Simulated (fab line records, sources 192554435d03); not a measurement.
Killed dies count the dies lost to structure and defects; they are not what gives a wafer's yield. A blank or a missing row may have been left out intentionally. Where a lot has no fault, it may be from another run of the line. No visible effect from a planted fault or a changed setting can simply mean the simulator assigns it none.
Matching of chambers :: flow n5-finfet :: 4 sister chambers for N5_BEOL_M10_STRIP_67 on rie-diel-01
The step strips in CF4. 16 wafers are shown with their chamber, then 8 later ones without.

WAFERS WITH THEIR CHAMBER
wafer: L078.1
chamber: 2
oes-product-au (a.u.): 0.84
showerhead-plenum-p-Torr (Torr): 1.88
throttle-valve-pct (%): 13.32

wafer: L078.3
chamber: 3
oes-product-au (a.u.): 0.85
showerhead-plenum-p-Torr (Torr): 1.75
throttle-valve-pct (%): 13.40

wafer: L078.4
chamber: 0
oes-product-au (a.u.): 0.84
showerhead-plenum-p-Torr (Torr): 1.89
throttle-valve-pct (%): 13.39

wafer: L079.2
chamber: 1
oes-product-au (a.u.): 0.66
showerhead-plenum-p-Torr (Torr): 1.83
throttle-valve-pct (%): 13.76

wafer: L079.5
chamber: 2
oes-product-au (a.u.): 0.84
showerhead-plenum-p-Torr (Torr): 1.88
throttle-valve-pct (%): 13.34

wafer: L079.6
chamber: 3
oes-product-au (a.u.): 0.84
showerhead-plenum-p-Torr (Torr): 1.75
throttle-valve-pct (%): 13.40

wafer: L080.2
chamber: 3
oes-product-au (a.u.): 0.85
showerhead-plenum-p-Torr (Torr): 1.75
throttle-valve-pct (%): 13.42

wafer: L080.3
chamber: 2
oes-product-au (a.u.): 0.84
showerhead-plenum-p-Torr (Torr): 1.88
throttle-valve-pct (%): 13.34

wafer: L080.6
chamber: 0
oes-product-au (a.u.): 0.84
showerhead-plenum-p-Torr (Torr): 1.89
throttle-valve-pct (%): 13.39

wafer: L083.2
chamber: 3
oes-product-au (a.u.): 0.84
showerhead-plenum-p-Torr (Torr): 1.74
throttle-valve-pct (%): 13.43

wafer: L083.3
chamber: 1
oes-product-au (a.u.): 0.66
showerhead-plenum-p-Torr (Torr): 1.83
throttle-valve-pct (%): 13.76

wafer: L083.6
chamber: 0
oes-product-au (a.u.): 0.84
showerhead-plenum-p-Torr (Torr): 1.89
throttle-valve-pct (%): 13.39

wafer: L084.2
chamber: 0
oes-product-au (a.u.): 0.83
showerhead-plenum-p-Torr (Torr): 1.88
throttle-valve-pct (%): 13.42

wafer: L084.3
chamber: 3
oes-product-au (a.u.): 0.83
showerhead-plenum-p-Torr (Torr): 1.74
throttle-valve-pct (%): 13.45

wafer: L084.4
chamber: 0
oes-product-au (a.u.): 0.83
showerhead-plenum-p-Torr (Torr): 1.88
throttle-valve-pct (%): 13.40

wafer: L085.1
chamber: 3
oes-product-au (a.u.): 0.83
showerhead-plenum-p-Torr (Torr): 1.74
throttle-valve-pct (%): 13.47

SIGNATURES (averages over the wafers above)
reading: oes-product-au
chamber 0: 0.8360
chamber 1: 0.6600
chamber 2: 0.8400
chamber 3: 0.8400
scatter within a chamber: 0.00658

reading: showerhead-plenum-p-Torr
chamber 0: 1.8860
chamber 1: 1.8300
chamber 2: 1.8800
chamber 3: 1.7450
scatter within a chamber: 0.00474

reading: throttle-valve-pct
chamber 0: 13.3980
chamber 1: 13.7600
chamber 2: 13.3333
chamber 3: 13.4283
scatter within a chamber: 0.0201
Rule: a wafer's distance from a chamber is the root of the sum, over the readings, of the square of ((its reading less the chamber's mean) divided by the reading's scatter). The wafer belongs to the nearest chamber; if the next one is less than 2 further off, it can't be placed. The scatter: the root of (the sum of the squares of (reading less its chamber's mean) over the shown wafers, divided by (wafers less chambers)).

WAFERS MISSING THEIR CHAMBER
wafer: L085.2
oes-product-au (a.u.): 0.82
showerhead-plenum-p-Torr (Torr): 1.87
throttle-valve-pct (%): 13.36

wafer: L085.3
oes-product-au (a.u.): 0.99
showerhead-plenum-p-Torr (Torr): 1.83
throttle-valve-pct (%): 13.18

wafer: L091.1
oes-product-au (a.u.): 0.92
showerhead-plenum-p-Torr (Torr): 1.83
throttle-valve-pct (%): 13.23

wafer: L091.3
oes-product-au (a.u.): 0.81
showerhead-plenum-p-Torr (Torr): 1.88
throttle-valve-pct (%): 13.44

wafer: L091.6
oes-product-au (a.u.): 0.93
showerhead-plenum-p-Torr (Torr): 1.83
throttle-valve-pct (%): 13.20

wafer: L094.1
oes-product-au (a.u.): 0.81
showerhead-plenum-p-Torr (Torr): 1.88
throttle-valve-pct (%): 13.45

wafer: L094.2
oes-product-au (a.u.): 0.81
showerhead-plenum-p-Torr (Torr): 1.74
throttle-valve-pct (%): 13.48

wafer: L094.3
oes-product-au (a.u.): 0.92
showerhead-plenum-p-Torr (Torr): 1.83
throttle-valve-pct (%): 13.25

EACH ONE'S CHAMBER
wafer: L085.2
from the rows above: can't be placed: 2 or 0
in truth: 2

wafer: L085.3
from the rows above: 2
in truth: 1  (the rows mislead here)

wafer: L091.1
from the rows above: 2
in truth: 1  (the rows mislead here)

wafer: L091.3
from the rows above: 0
in truth: 0

wafer: L091.6
from the rows above: 2
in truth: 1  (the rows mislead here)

wafer: L094.1
from the rows above: 0
in truth: 0

wafer: L094.2
from the rows above: 3
in truth: 3

wafer: L094.3
from the rows above: 2
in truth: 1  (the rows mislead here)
Correctly placed: 3 of 8. Cannot be placed on the basis of these rows: 1; the candidates contain the true chamber in 1. Placed wrongly: 4.
